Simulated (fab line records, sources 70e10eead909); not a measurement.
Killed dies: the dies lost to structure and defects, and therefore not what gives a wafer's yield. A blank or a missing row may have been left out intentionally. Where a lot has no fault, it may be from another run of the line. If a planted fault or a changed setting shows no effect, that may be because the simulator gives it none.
What tool caused it? -- flow nand_harc -- 39 wafers from 13 lots sampled at 6 of the route's 1159 steps

== WHAT EACH GAUGE READ, for each wafer ==
NHARC_P_GATE_CD_MEAS_26 targets a cd of 120 nm.
lot,measured,on,cd_nm (nm)
L269,day 4 18:07,cd_sem-03,120.4 120.1 120.5
L270,day 4 22:33,cd_sem-01,119.8 119.9 119.9
L271,day 5 04:07,cd_sem-03,119.9 119.6 119.7
L273,day 5 14:21,cd_sem-03,119.5 119.5 119.9
L275,day 6 04:40,cd_sem-03,120.2 119.7 119.7
L276,day 6 15:20,cd_sem-01,119.4 120.2 120.1
L277,day 6 15:10,cd_sem-02,120.5 120.6 120.3
L281,day 7 19:38,cd_sem-03,107.3 108.1 108.2
L282,day 7 20:06,cd_sem-03,119.6 119.3 119.6
L288,day 9 13:49,cd_sem-03,119.3 120.0 120.3
L289,day 9 13:59,cd_sem-03,119.0 119.0 119.1
L291,day 10 08:38,cd_sem-02,120.5 119.3 120.2
L292,day 10 08:17,cd_sem-01,120.0 119.7 119.2

NHARC_END_SORT_01.
lot,measured,on,killed_at_array,killed_at_other,killed_at_periphery,killed_dies,killed_open,killed_short
L281,day 22 16:51,prober-01,35 46,0 0,4 8,39 54,0 4,0 5

== TOOL THAT RAN EACH LOT (tool first, then ch and the chambers of the sampled wafers, then the start) ==
lot,NHARC_P_ZERO_WELL_RTA_42,NHARC_P_GATE_DESCUM_13,NHARC_P_GATE_EXPOSE_23,NHARC_P_GATE_DEGAS_109
L269,"rtp_anneal-01 ch 0, day 1 19:10","rie_diel-01 ch 0,3, day 4 01:34","arfi_scanner-03 ch 0, day 4 17:59","pvd_sputter-02, day 5 11:54"
L270,"rtp_anneal-02 ch 0, day 2 01:02","rie_diel-02 ch 0,1,3, day 4 06:59","arfi_scanner-03 ch 0, day 4 22:25","pvd_sputter-02, day 5 17:10"
L271,"rtp_anneal-01 ch 0, day 2 06:56","rie_diel-01 ch 0,1,2, day 4 14:36","arfi_scanner-02 ch 0, day 5 03:58","pvd_sputter-03, day 5 21:53"
L273,"rtp_anneal-02 ch 0, day 2 18:59","rie_diel-01 ch 1,2,3, day 4 23:56","arfi_scanner-02 ch 0, day 5 14:13","pvd_sputter-01, day 6 08:05"
L275,"rtp_anneal-01 ch 0, day 3 07:06","rie_diel-12 ch 0,1,2, day 5 12:23","arfi_scanner-02 ch 0, day 6 04:32","pvd_sputter-01, day 6 22:29"
L276,"rtp_anneal-02 ch 0, day 3 14:13","rie_diel-12 ch 0,1, day 6 01:21","arfi_scanner-02 ch 0, day 6 15:11","pvd_sputter-03, day 7 09:06"
L277,"rtp_anneal-01 ch 0, day 3 19:08","rie_diel-02 ch 1,2,3, day 6 01:31","arfi_scanner-03 ch 0, day 6 15:02","pvd_sputter-02, day 7 15:23"
L281,"rtp_anneal-01 ch 0, day 4 19:07","rie_diel-01 ch 1,2,3, day 7 05:42","arfi_scanner-02 ch 0, day 7 19:29","pvd_sputter-03, day 8 15:31"
L282,"rtp_anneal-02 ch 0, day 5 00:59","rie_diel-12 ch 0,1, day 7 05:53","arfi_scanner-03 ch 0, day 7 19:58","pvd_sputter-03, day 8 14:11"
L288,"rtp_anneal-02 ch 0, day 6 13:03","rie_diel-01 ch 0,1, day 9 00:10","arfi_scanner-01 ch 0, day 9 13:41","pvd_sputter-03, day 10 07:59"
L289,"rtp_anneal-01 ch 0, day 6 18:48","rie_diel-02 ch 1,2,3, day 9 00:20","arfi_scanner-03 ch 0, day 9 13:51","pvd_sputter-03, day 10 08:16"
L291,"rtp_anneal-02 ch 0, day 7 06:52","rie_diel-01 ch 0,1,2, day 9 17:54","arfi_scanner-02 ch 0, day 10 08:29","pvd_sputter-03, day 11 02:14"
L292,"rtp_anneal-02 ch 0, day 7 13:09","rie_diel-02 ch 0,2,3, day 9 18:06","arfi_scanner-01 ch 0, day 10 08:09","pvd_sputter-02, day 11 01:52"
- NHARC_P_ZERO_WELL_RTA_42: time 300 s.
- NHARC_P_GATE_DESCUM_13: chemistry O2, time 3 s.
- NHARC_P_GATE_EXPOSE_23: exposes mask P GATE, target cd 120 nm.
- NHARC_P_GATE_DEGAS_109: time 60 s.

== AS READ BY THE TOOLS THEMSELVES (means over the sampled wafers that have a number; for cases with no such wafer, the mark the record gives instead) ==
NHARC_P_ZERO_WELL_RTA_42.
lot,tool,lamp_power_pct (%),wafer_temp_C_max
L269,rtp_anneal-01,39.3,1105.9
L270,rtp_anneal-02,37.2,1106.4
L271,rtp_anneal-01,39.4,1106.3
L273,rtp_anneal-02,37.3,1106.2
L275,rtp_anneal-01,39.4,1106.3
L276,rtp_anneal-02,37.3,1107.8
L277,rtp_anneal-01,39.4,1106.4
L281,rtp_anneal-01,39.3,1106.4
L282,rtp_anneal-02,37.2,1106.9
L288,rtp_anneal-02,37.3,1106.5
L289,rtp_anneal-01,39.4,1107.4
L291,rtp_anneal-02,37.3,1107.8
L292,rtp_anneal-02,37.2,1107.1

NHARC_P_GATE_DESCUM_13.
lot,tool,drypump_motor_current_A (A),mfc_ar_sccm (sccm),oes_product_au (a.u.),rf_vpp_V (V),showerhead_plenum_p_Torr (Torr),throttle_valve_pct (%)
L269,rie_diel-01,5.8,0.002,1.005,58.4,1.90,11.310
L270,rie_diel-02,6.5,0.028,1.001,57.8,1.94,11.306
L271,rie_diel-01,5.4,0.004,0.997,57.6,1.93,11.322
L273,rie_diel-01,5.6,0.006,0.993,58.0,1.92,11.312
L275,rie_diel-12,5.9,0.016,1.010,58.5,1.91,11.311
L276,rie_diel-12,5.8,0.023,1.007,58.1,1.95,11.312
L277,rie_diel-02,6.1,0.022,1.008,58.2,1.89,11.303
L281,rie_diel-01,5.6,0.006,0.999,58.4,1.91,11.313
L282,rie_diel-12,6.3,0.026,1.011,58.2,1.92,11.319
L288,rie_diel-01,5.5,0.009,1.003,58.0,1.98,11.306
L289,rie_diel-02,6.1,0.022,1.003,56.7,1.89,11.308
L291,rie_diel-01,5.4,0.004,1.008,57.0,1.92,11.309
L292,rie_diel-02,6.0,0.018,0.997,57.5,1.88,11.314

NHARC_P_GATE_DEGAS_109.
lot,tool,heater_power_w (W)
L269,pvd_sputter-02,495
L270,pvd_sputter-02,467
L271,pvd_sputter-03,474
L273,pvd_sputter-01,483
L275,pvd_sputter-01,488
L276,pvd_sputter-03,469
L277,pvd_sputter-02,432
L281,pvd_sputter-03,445
L282,pvd_sputter-03,473
L288,pvd_sputter-03,508
L289,pvd_sputter-03,450
L291,pvd_sputter-03,487
L292,pvd_sputter-02,502

== THE ANSWER, worked out from the rows above alone ==
Rule: what is usual is taken from the lots themselves. Put in order of their means at a reading, lots are off if they are a third of the lots or fewer, leave a main group of 4 or more, and stand apart from it by a gap of 3 or more times the standard deviation of the main group's means; of several such gaps the widest counts. The tables above print the reading to a certain number of digits; a main group whose means all agree to those digits is not used. Also off: a lot with no number at a reading for which 4 or more lots have one. The other lots that the step has rows for count as sound. After the gauges, taken in route order, come the tools' own readings; for these a lot's mean is taken, as printed above. The first step at which some lot is off is used, and at that step the reading that is off furthest; a lot without a number counts as furthest.
Off at NHARC_P_GATE_CD_MEAS_26 (cd_nm): L281. The main group: mean 119.8 nm, standard deviation 0.36.
A tool fits if, at a process step before that reading, it ran every lot that is off, and no sound lot after the first of them. Gauges at NHARC_P_GATE_CD_MEAS_26: tried the same way as those tools. None of those tried fits.

== WHAT THE SIMULATOR PUT IN ==
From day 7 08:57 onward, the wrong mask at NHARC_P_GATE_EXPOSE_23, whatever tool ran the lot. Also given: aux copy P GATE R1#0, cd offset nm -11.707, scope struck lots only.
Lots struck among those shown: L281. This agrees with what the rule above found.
